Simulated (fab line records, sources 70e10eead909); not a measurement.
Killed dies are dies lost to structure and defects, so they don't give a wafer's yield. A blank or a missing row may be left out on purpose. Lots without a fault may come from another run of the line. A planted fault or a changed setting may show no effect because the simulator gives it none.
fab line records | flow nand_harc
record lots=6 wafers=18 last_day=33
route steps=1302 shown P_STI@102 P_GATE@110 END@1302
lots that met no fault: from a run of the same line without faults
start_h: hours from the record's first day to the start of the lot's first wafer shown | wait_h: hours since the lot's step before | " the same as in the row above | L1.1+2: a row that stands for several wafers | - no value, or no start given | * or withheld: withheld | < > ~ a bound
route shown NAME@n: a module of which the file shows steps, and the number in the route of the first | usual: mean/standard deviation of fault-free wafers | same: alike in all rows | chamber/n: place in a boat | sites: the reading at each site | _std_site: their standard deviation | _edge_site: outer sites' mean less inner sites' | radius_mm: how far each site lies from the wafer's centre | mask NAME#n: copy n | behind: the tool/chamber that last shaped the wafer | hold: why the lot was held/for how many hours/how that ended | device: the transistor (n, p or np) that didn't switch | end of line: the same wafers' tests at the end of the route | a step without rows: its recipe alone | killed: dies lost to structure and defects at the first sort, not the wafer's yield | map: a wafer's dies, x killed, . not, _ none there
set.NAME: the setting as run; set.NAME@STEP: as run at that earlier step | model.NAME: the simulator's own value behind a step, which no gauge read
lots at some steps of the route; a table a step, a row a wafer
services: from which hour (start_h, from the record's first day; less than 0 if before it) a tool's chamber was out of use, for how many hours, and why
## steps
# step NHARC_P_STI_SRD_35
# step NHARC_P_STI_ETCH_36
# recipe target_depth_a=388 chemistry=dHF material=SiO2
# step NHARC_P_STI_STRIP_24
# recipe temp_c=160 chemistry=H3PO4 material=Si3N4
# step NHARC_P_STI_ETCH_37
# recipe target_depth_a=110 chemistry=dHF material=SiO2
# step NHARC_P_STI_PRECLEAN_38
# recipe time_s=* temp_c=50 bath_age_min=0 chemistry=SC1
# step NHARC_P_STI_SRD_39
# step NHARC_P_STI_OXIDE_40
# recipe target_thk_a=100 temp_c=900 ox_time_s=1362 material=SiO2
# step NHARC_P_STI_INSPECT_25
# usual raw_defect_count=227/89
# columns lot.wafer tool chamber start_h wait_h raw_defect_count
L429.1 defect_inspect-01 - 111.78 0.4 417
L429.2 " - " " 156
L429.6 " - " " 166
L431.4 defect_inspect-02 - 131.53 0.4 275
L431.5 " - " " 109
L431.6 " - " " 128
L432.1 defect_inspect-02 - 142.86 0.4 319
L432.4 " - " " 171
L432.5 " - " " 253
L435.3 defect_inspect-01 - 175.04 0.4 275
L435.4 " - " " 283
L435.6 " - " " 328
L446.3 defect_inspect-02 - 279.68 0.4 196
L446.5 " - " " 106
L446.6 " - " " 249
L448.3 defect_inspect-02 - 305.68 0.4 260
L448.4 " - " " 202
L448.6 " - " " 185
# step NHARC_P_GATE_ETCH_69
# recipe target_depth_a=140 chemistry=dHF material=SiO2
# step NHARC_P_GATE_PRECLEAN_70
# recipe time_s=* temp_c=50 bath_age_min=0 chemistry=SC1
# step NHARC_P_GATE_SRD_01
# step NHARC_P_GATE_OXIDE_02
# recipe target_thk_a=375 temp_c=950 p_h2o_torr=720 ox_time_s=365 material=SiO2
# usual spike_tc_bottom_C=962.1/1.7 zone_power_lower_pct=22.2/1.7
# same ox_time_s=365
# columns lot.wafer tool chamber start_h wait_h spike_tc_bottom_C zone_power_lower_pct
L429.1 furnace-07 0 116.08 - 962.5 22.7
L429.2 " 0 " " 961.6 23.1
L429.6 " 0 " " 960.0 22.6
L431.4 furnace-01 0 135.02 - 959.7 23.4
L431.5 " 0 " " 959.8 23.2
L431.6 " 0 " " 960.8 23.2
L432.1 furnace-01 0 146.35 - 961.4 23.2
L432.4 " 0 " " 960.0 23.4
L432.5 " 0 " " 959.6 23.2
L435.3 furnace-01 0 179.45 - 960.7 23.2
L435.4 " 0 " " 960.6 23.3
L435.6 " 0 " " 960.9 23.0
L446.3 furnace-01 0 283.18 - 960.1 23.1
L446.5 " 0 " " 960.5 23.5
L446.6 " 0 " " 959.0 23.7
L448.3 furnace-01 0 309.17 - 959.9 23.6
L448.4 " 0 " " 960.5 23.6
L448.6 " 0 " " 959.7 23.4
# step NHARC_P_GATE_DEHYDRATE_03
# recipe temp_c=150 time_s=120
# step NHARC_P_GATE_HMDS_04
# recipe time_s=30
# step NHARC_P_GATE_COAT_05
# recipe spin_rpm=4690
# step NHARC_P_GATE_SOFTBAKE_06
# recipe temp_c=122 time_s=95
# step NHARC_P_GATE_EBR_07
# step NHARC_P_GATE_EXPOSE_08
# recipe na=0.6 dose_mj=16.75 mask_id=P_HV
# step NHARC_P_GATE_PEB_09
# recipe peb_temp_c=118 peb_time_s=85
# step NHARC_P_GATE_DEVELOP_10
# recipe time_s=70
# step NHARC_P_GATE_CD_MEAS_11
# recipe target_cd_nm=1640 landing_energy_ev=500
# usual cd_nm=1641.2/1.9
# columns lot.wafer tool chamber start_h wait_h cd_nm
L429.1 cd_sem-03 0 121.06 - 1639.7
L429.2 " 0 " " 1640.4
L429.6 " 0 " " 1642.5
L431.4 cd_sem-02 0 144.18 - 1641.8
L431.5 " 0 " " 1640.4
L431.6 " 0 " " 1637.6
L432.1 cd_sem-02 0 151.35 - 1642.0
L432.4 " 0 " " 1636.5
L432.5 " 0 " " 1641.6
L435.3 cd_sem-03 0 184.46 - 1637.8
L435.4 " 0 " " 1642.7
L435.6 " 0 " " 1641.5
L446.3 cd_sem-01 0 288.09 - 1638.4
L446.5 " 0 " " 1641.5
L446.6 " 0 " " 1641.1
L448.3 cd_sem-03 0 314.19 - 1642.5
L448.4 " 0 " " 1641.8
L448.6 " 0 " " 1642.6
# step NHARC_P_GATE_HARDBAKE_12
# recipe temp_c=125 time_s=80
# step NHARC_P_GATE_DESCUM_13
# recipe time_s=3 o2_flow_sccm=200 ar_flow_sccm=0 bias_power_w=0 chemistry=O2
# usual drypump_motor_current_A=5.5/0.46 o2_flow_sccm=200.0/0.6 oes_product_au=0.999/0.01 rf_vpp_V=57.7/0.95 showerhead_plenum_p_Torr=1.91/0.095 throttle_valve_pct=11.310/0.009
# same bias_power_w=0
# columns lot.wafer tool chamber start_h wait_h drypump_motor_current_A o2_flow_sccm oes_product_au rf_hours_counter_h rf_vpp_V showerhead_plenum_p_Torr throttle_valve_pct
L429.1 rie_diel-12 3 121.22 - 6.1 200.1 1.004 0.7 58.8 1.88 11.313
L429.2 " 1 " " 6.1 200.0 1.004 0.9 56.6 1.84 11.306
L429.6 " 0 " " 5.7 199.7 0.987 - 60.5 2.05 11.301
L431.4 rie_diel-04 2 144.34 - 5.8 200.1 1.009 6.6 57.1 1.79 11.301
L431.5 " 1 " " 5.5 201.1 1.005 - 56.8 1.80 11.310
L431.6 " 2 " " 5.8 199.9 1.010 - 57.7 1.79 11.310
L432.4 rie_diel-04 0 151.53 - 5.2 200.4 1.014 5.1 59.1 1.95 11.324
L432.1 " 1 " " 5.5 199.2 1.016 6.1 59.0 1.80 11.313
L432.5 " 2 " " 5.9 199.5 1.008 - 58.1 1.79 11.322
L435.3 rie_diel-11 3 184.64 - 5.8 201.1 0.987 5.3 57.3 1.85 11.318
L435.4 " 0 " " 4.7 200.3 0.987 6.3 58.9 1.98 11.312
L435.6 " 1 " " 5.3 199.7 1.006 - 57.8 1.83 11.309
L446.3 rie_diel-12 1 288.25 - 6.2 199.1 0.985 0.6 56.5 1.84 11.314
L446.6 " 1 " " 6.2 200.5 1.001 - 57.8 1.84 11.311
L446.5 " 2 " " 4.7 199.5 0.986 - 59.1 1.98 11.322
L448.3 rie_diel-12 3 314.35 - 6.1 200.5 0.990 1.4 57.9 1.88 11.299
L448.4 " 1 " " 6.2 199.9 0.991 0.9 56.5 1.84 11.306
L448.6 " 0 " " 5.6 199.4 0.991 - 58.5 2.04 11.285
# step NHARC_P_GATE_ETCH_14
# recipe target_depth_a=488 chemistry=dHF material=SiO2
# step NHARC_P_GATE_STRIP_15
# recipe time_s=780 temp_c=130 chemistry=SPM
# step NHARC_P_GATE_PRECLEAN_71
# recipe time_s=* temp_c=50 bath_age_min=0 chemistry=SC1
# step NHARC_P_GATE_SRD_72
# step NHARC_P_GATE_OXIDE_16
# recipe target_thk_a=30 temp_c=875 ox_time_s=392 material=SiO2
# step NHARC_P_GATE_CVD_17
# recipe target_thk_a=1500 temp_c=620 time_s=900 material=poly-Si
# step NHARC_P_GATE_HM_DEP_102
# recipe target_thk_a=1200 temp_c=400 material=aC
# usual throttle_valve_pct=35.000/0.0089
# columns lot.wafer tool chamber start_h wait_h throttle_valve_pct
L429.1 acl_dep-02 0 133.90 0.4 35.003
L429.2 " 0 " " 35.010
L429.6 " 0 " " 35.002
L431.4 acl_dep-03 0 157.35 0.7 34.996
L431.5 " 0 " " 35.001
L431.6 " 0 " " 34.987
L432.1 acl_dep-02 0 164.46 0.6 34.994
L432.4 " 0 " " 35.000
L432.5 " 0 " " 34.982
L435.3 acl_dep-03 0 198.04 1.4 34.998
L435.4 " 0 " " 35.010
L435.6 " 0 " " 35.005
L446.3 acl_dep-01 0 303.54 3.3 35.012
L446.5 " 0 " " 34.996
L446.6 " 0 " " 35.003
L448.3 acl_dep-03 0 327.49 0.6 34.997
L448.4 " 0 " " 34.996
L448.6 " 0 " " 35.004
# step NHARC_P_GATE_DEP_103
# recipe target_thk_a=300 target_thk_nm=30 temp_c=400 flow_sccm=200 rf_w=350 material=SiON
# usual heater_power_w=727/80
# columns lot.wafer tool chamber start_h wait_h heater_power_w
L429.1 pecvd-03 2 134.70 0.7 736
L429.2 " 1 " " 574
L429.6 " 0 " " 778
L431.4 pecvd-03 1 157.78 0.3 632
L431.6 " 2 " " 776
L431.5 " 0 " " 807
L432.1 pecvd-01 1 165.12 0.6 790
L432.4 " 1 " " 830
L432.5 " 0 " " 795
L435.3 pecvd-03 0 198.56 0.4 716
L435.4 " 1 " " 628
L435.6 " 0 " " 702
L446.3 pecvd-04 1 304.02 0.4 652
L446.6 " 2 " " 675
L446.5 " 0 " " 734
L448.3 pecvd-01 1 328.00 0.4 798
L448.4 " 2 " " 851
L448.6 " 0 " " 792
# step NHARC_P_GATE_DEHYDRATE_18
# recipe temp_c=150 time_s=120
# step NHARC_P_GATE_HMDS_19
# recipe time_s=30
# step NHARC_P_GATE_COAT_20
# recipe spin_rpm=1500 resist_thk_nm=90
# step NHARC_P_GATE_SOFTBAKE_21
# recipe temp_c=105 time_s=55
# step NHARC_P_GATE_EBR_22
# step NHARC_P_GATE_EXPOSE_23
# recipe na=1.35 target_cd_nm=120 dose_mj=93.91 mask_id=P_GATE
# step NHARC_P_GATE_PEB_24
# recipe peb_temp_c=100 peb_time_s=65
# step NHARC_P_GATE_DEVELOP_25
# recipe develop_time_s=35 dev_temp_c=23
# step NHARC_P_GATE_CD_MEAS_26
# recipe target_cd_nm=120 landing_energy_ev=500
# usual cd_nm=120.2/0.52
# columns lot.wafer tool chamber start_h wait_h cd_nm
L429.1 cd_sem-01 0 135.25 - 120.2
L429.2 " 0 " " 120.3
L429.6 " 0 " " 120.8
L431.4 cd_sem-02 0 158.38 - 120.9
L431.5 " 0 " " 119.8
L431.6 " 0 " " 120.3
L432.1 cd_sem-02 0 165.67 - 120.3
L432.4 " 0 " " 119.3
L432.5 " 0 " " 119.8
L435.3 cd_sem-02 0 199.18 - 119.1
L435.4 " 0 " " 120.2
L435.6 " 0 " " 119.3
L446.3 cd_sem-01 0 304.71 - 121.2
L446.5 " 0 " " 120.5
L446.6 " 0 " " 120.8
L448.3 cd_sem-01 0 328.62 - 120.1
L448.4 " 0 " " 120.4
L448.6 " 0 " " 120.5
# step NHARC_P_GATE_OVL_MEAS_27
# usual overlay_x_nm=0.2/0.88 overlay_y_nm=0.2/0.91
# columns lot.wafer tool chamber start_h wait_h overlay_x_nm overlay_y_nm
L429.1 overlay-01 - 135.34 - 1.4 0.4
L429.2 " - " " 1.0 0.3
L429.6 " - " " 1.8 0.4
L431.4 overlay-01 - 158.46 - 1.2 0.8
L431.5 " - " " 1.0 0.8
L431.6 " - " " 1.0 1.6
L432.1 overlay-01 - 165.75 - 1.2 0.9
L432.4 " - " " 1.1 1.1
L432.5 " - " " 1.0 1.7
L435.3 overlay-01 - 199.26 - 1.3 0.1
L435.4 " - " " 1.4 -0.3
L435.6 " - " " 1.5 -0.3
L446.3 overlay-02 - 304.79 - 1.6 1.3
L446.5 " - " " 1.5 1.0
L446.6 " - " " 1.7 1.7
L448.3 overlay-01 - 328.71 - -1.2 -0.6
L448.4 " - " " -1.4 -0.5
L448.6 " - " " -0.7 -0.2
# step NHARC_P_GATE_INSPECT_28
# usual raw_defect_count=6/3.1
# columns lot.wafer tool chamber start_h wait_h raw_defect_count
L429.1 defect_inspect-02 - 135.37 0.0 0
L429.2 " - " " 10
L429.6 " - " " 7
L431.4 defect_inspect-02 - 158.50 0.0 8
L431.5 " - " " 5
L431.6 " - " " 10
L432.1 defect_inspect-01 - 165.79 0.0 30
L432.4 " - " " 50
L432.5 " - " " 44
L435.3 defect_inspect-01 - 199.30 0.0 48
L435.4 " - " " 29
L435.6 " - " " 41
L446.3 defect_inspect-02 - 304.83 0.0 7
L446.5 " - " " 5
L446.6 " - " " 7
L448.3 defect_inspect-01 - 328.75 0.0 6
L448.4 " - " " 6
L448.6 " - " " 5
# step NHARC_END_SORT_01
# recipe temp_c=25
# usual killed_at_array=46/16 killed_at_other=0.9/1.3 killed_at_periphery=4.1/3 killed_dies=51/17 killed_open=3.5/1.8 killed_short=2.5/1.8
# same gross_dies=677
# columns lot.wafer tool chamber start_h wait_h killed_at_array killed_at_other killed_at_periphery killed_dies killed_open killed_short
L431.4 prober-01 0 638.95 3.4 33 0 2 35 2 3
L431.5 prober-01 0 639.74 3.6 33 1 0 34 2 1
L431.6 prober-01 0 640.52 3.9 16 0 2 18 0 0
L432.1 prober-02 0 642.39 2.5 49 1 27 77 5 2
L432.4 prober-02 0 644.82 3.4 33 0 40 73 3 1
L432.5 prober-02 0 645.63 3.7 44 1 35 80 5 5
L435.3 prober-01 0 669.72 3.1 64 0 41 105 6 1
L435.4 prober-01 0 670.53 3.4 48 0 27 75 3 1
L435.6 prober-01 0 672.14 4.0 49 0 34 83 5 1
# killed by level:class
L431.4 A_CHANNEL_HOLE_D2:chamber_film_flake=9 A_CONTACT:chamber_film_flake=7 A_BLC:chamber_film_flake=6 A_ONON_D2:geometric_particle:short=2 A_ZERO_WELL:chamber_film_flake=2 A_CHANNEL_HOLE_D1:chamber_film_flake=2 A_SLIT:chamber_film_flake=2 P_GATE:geometric_particle:open=1
L431.5 A_CHANNEL_HOLE_D2:chamber_film_flake=15 A_CONTACT:chamber_film_flake=7 A_CHANNEL_HOLE_D1:chamber_film_flake=3 A_BLC:chamber_film_flake=3 A_ONON_D2:geometric_particle:open=1 A_WL_FILL:geometric_particle:open=1 A_WL_FILL:geometric_particle:short=1 A_ZERO_WELL:chamber_film_flake=1
L431.6 A_CHANNEL_HOLE_D2:chamber_film_flake=7 A_CONTACT:chamber_film_flake=3 P_ZERO_WELL:chamber_film_flake=2 A_BLC:chamber_film_flake=2 A_ZERO_WELL:chamber_film_flake=1 A_CHANNEL_HOLE_D1:chamber_film_flake=1 A_CHANNEL_FILL_D2:chamber_film_flake=1 A_STAIRCASE:chamber_film_flake=1
L432.1 A_CHANNEL_HOLE_D2:chamber_film_flake=32 P_GATE:unspecified=24 A_CHANNEL_HOLE_D1:chamber_film_flake=4 A_DECK1_JOINT:chamber_film_flake=3 A_M0:geometric_particle:open=2 A_SLIT:chamber_film_flake=2 A_WL_FILL:chamber_film_flake=2 P_CONTACT:geometric_particle:open=1
L432.4 P_GATE:unspecified=39 A_CHANNEL_HOLE_D2:chamber_film_flake=20 A_CHANNEL_HOLE_D1:chamber_film_flake=3 A_DECK1_JOINT:chamber_film_flake=2 A_ONON_D1:geometric_particle:open=1 A_CHANNEL_FILL_D1:geometric_particle:short=1 A_CHANNEL_FILL_D2:geometric_particle:open=1 A_BLC:geometric_particle:open=1
L432.5 P_GATE:unspecified=33 A_CHANNEL_HOLE_D2:chamber_film_flake=27 A_CHANNEL_HOLE_D1:chamber_film_flake=3 P_CONTACT:geometric_particle:open=2 A_M0:geometric_particle:short=2 A_M1:geometric_particle:open=2 A_STAIRCASE:chamber_film_flake=2 A_WL_FILL:chamber_film_flake=2
L435.3 P_GATE:unspecified=39 A_SLIT:chamber_film_flake=30 A_CHANNEL_HOLE_D1:chamber_film_flake=24 A_M0:geometric_particle:open=3 A_STAIRCASE:chamber_film_flake=3 A_CHANNEL_HOLE_D2:chamber_film_flake=2 P_M0:geometric_particle:open=1 P_M1:geometric_particle:open=1
L435.4 A_CHANNEL_HOLE_D1:chamber_film_flake=28 P_GATE:unspecified=25 A_SLIT:chamber_film_flake=17 P_GATE:geometric_particle:open=1 P_CONTACT:geometric_particle:short=1 A_ONON_D1:geometric_particle:open=1 A_CHANNEL_FILL_D1:geometric_particle:open=1 A_STAIRCASE:chamber_film_flake=1
L435.6 P_GATE:unspecified=32 A_CHANNEL_HOLE_D1:chamber_film_flake=26 A_SLIT:chamber_film_flake=17 A_CHANNEL_HOLE_D2:geometric_particle:open=3 P_M0:geometric_particle:open=1 A_CHANNEL_FILL_D2:geometric_particle:short=1 A_M0:geometric_particle:open=1 P_GATE:chamber_film_flake=1
# map L432.5 (x killed, . not)
____________.____________
_________x...x.._________
_______....x......_______
______.............______
_____..............._____
____...x.............____
____....x.....x.x....____
___....x.x.......xx...___
___...x..........x.x..___
__.xx.........x........__
__.....................__
_x.........x..........x._
_.x..xx......xx...x....._
_....x....x..........xx._
_...x...x....x.........._
_......................._
.........................
....x..x.................
.....x..............x....
....x....x....x..........
............x............
_.........x..x..x.....xx_
_......................._
_...x.......x..........._
_......................._
_......................._
__.....................__
__...x.....x...........__
___......x............___
___.x.......x.........___
____....x..x.xxx.....____
____....x..xx..x.....____
_____....xxxx.x....._____
______....xxxx.....______
_______..xxxxx...._______
_________.xxx..._________
____________x____________
# map L435.3 (x killed, . not)
____________.____________
_________....x.._________
_______.........x._______
______..........x.x______
_____..x.....x...x.x_____
____...x.......xxxxxx____
____x...........xxxxx____
___............x.xx.xx___
___....x.x.......xx...___
__............x..xxx...__
__............xxxxx.x..__
_.................x....x_
_.............x........._
_.x.....x...x..x......x._
_.........x............._
_............x.........._
..............x..........
x.x..................x...
..x...x......x...........
........x................
.xx..........x.....x.....
_x.x...x................_
_x.x...............x...._
_xxx..................x._
_xxxx.......x..........._
_xxxx..................._
__xx.x..........x......__
__xxxx.................__
___x.x.............xxx___
___...x...............___
____.........xx......____
____....x.x..........____
_____........x...x.._____
______.....x.......______
_______.....x.x..._______
_________......x_________
____________.____________
## services
# columns tool chamber start_h hours kind
pecvd-04 1 100.02 21.8 repair
acl_dep-03 - 116.81 13.0 pm
pecvd-01 - 130.18 13.0 pm
rie_diel-12 2 132.61 3.4 repair
rie_diel-11 3 149.74 8.9 repair
acl_dep-02 - 157.32 5.3 repair
rie_diel-12 2 171.27 3.3 repair
rie_diel-04 0 176.63 23.5 repair
rie_diel-04 - 177.90 9.0 pm
pecvd-03 - 185.47 13.0 pm
acl_dep-01 - 191.19 13.0 pm
furnace-01 - 206.06 26.0 pm
rie_diel-04 2 235.87 5.6 repair
rie_diel-04 1 236.76 4.6 repair
rie_diel-12 2 236.78 9.8 repair
acl_dep-02 - 243.61 13.0 pm
pecvd-01 1 263.91 3.4 repair
rie_diel-12 - 268.52 9.0 pm
pecvd-01 - 271.90 1.0 repair
pecvd-01 - 276.31 2.0 repair
rie_diel-04 2 298.19 2.4 repair
acl_dep-03 - 300.13 13.0 pm
pecvd-01 - 311.18 13.0 pm
rie_diel-04 0 312.23 18.8 repair
## key
first_sign step=NHARC_P_GATE_INSPECT_28 reading=raw_defect_count direction=up sigmas=11 usual=6 struck=40
effect step=NHARC_END_SORT_01 reading=killed_at_periphery direction=up sigmas=10 usual=4.1 struck=34
more_kills_born_at NHARC_P_GATE_OXIDE_02@furnace-01=192
met_at NHARC_P_GATE_OXIDE_02
struck_wafers L432.1,L432.4,L432.5,L435.3,L435.4,L435.6
tester_left_out L432,L435
onset_between 135.02 146.35
fault kind=chamber_particle_source tool=furnace-01 chamber=0 onset_h=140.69 steps=NHARC_P_GATE_OXIDE_02 rate_per_visit_cm2=0.052012 end_h=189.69
# tester_left_out: of these lots the tester's yield and bins aren't shown, on N5 and GAA mostly nor the transistor test; their killed dies are dies lost to structure and defects alone, not to doping, threshold or leakage, so they don't give the yield
